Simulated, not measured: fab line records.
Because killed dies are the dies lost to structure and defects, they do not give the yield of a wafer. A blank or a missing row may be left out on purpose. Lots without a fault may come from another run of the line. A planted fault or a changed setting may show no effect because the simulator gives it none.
Chamber matching :: flow n5 finfet :: 3 sister chambers for N5_BEOL_M6_ILD_DEP_00 on pecvd-01
The step deposits SiCOH lowk from DEMS/porogen, target thk 179.75 nm, time 33.4 s. 3 wafers are shown with their chamber, then 10 later ones without.

## EACH WAFER AND ITS CHAMBER
wafer: L086.5
chamber: 0
throttle valve pct (%): 13.6

wafer: L087.3
chamber: 1
throttle valve pct (%): 14.0

wafer: L087.4
chamber: 2
throttle valve pct (%): 13.5

## WAFERS WITH NO CHAMBER GIVEN
wafer: L087.6
throttle valve pct (%): 13.6

wafer: L092.1
throttle valve pct (%): 14.2

wafer: L092.2
throttle valve pct (%): 13.5

wafer: L092.3
throttle valve pct (%): 13.6

wafer: L096.1
throttle valve pct (%): 13.6

wafer: L096.2
throttle valve pct (%): 14.0

wafer: L096.5
throttle valve pct (%): 14.1

wafer: L097.1
throttle valve pct (%): 14.3

wafer: L097.4
throttle valve pct (%): 13.5

wafer: L097.6
throttle valve pct (%): 14.1

## WHICH CHAMBER EACH WENT THROUGH
wafer: L087.6
from the rows above: can't be placed: 0 or 2
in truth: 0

wafer: L092.1
from the rows above: 1
in truth: 1

wafer: L092.2
from the rows above: can't be placed: 2 or 0
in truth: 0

wafer: L092.3
from the rows above: can't be placed: 0 or 2
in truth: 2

wafer: L096.1
from the rows above: can't be placed: 0 or 2
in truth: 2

wafer: L096.2
from the rows above: 1
in truth: 1

wafer: L096.5
from the rows above: 1
in truth: 1

wafer: L097.1
from the rows above: 1
in truth: 1

wafer: L097.4
from the rows above: can't be placed: 2 or 0
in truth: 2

wafer: L097.6
from the rows above: 1
in truth: 1
Placed correctly: 5 of 10. Cannot be placed on the basis of these rows: 5; the candidates contain the true chamber in 5. 0 placed wrongly.
How it was worked out, from the rows above alone: a wafer's distance from a chamber is the root of the sum, over the readings, of the square of ((its reading less the chamber's mean) divided by the reading's scatter). The wafer belongs to the nearest chamber; if the next one is less than 2 further off, it can't be placed. Each chamber's mean is taken over the wafers shown for it. The scatter (one wafer shown for each chamber): square how far every hidden wafer sits from the nearest shown wafer, average those squares and take the square root.
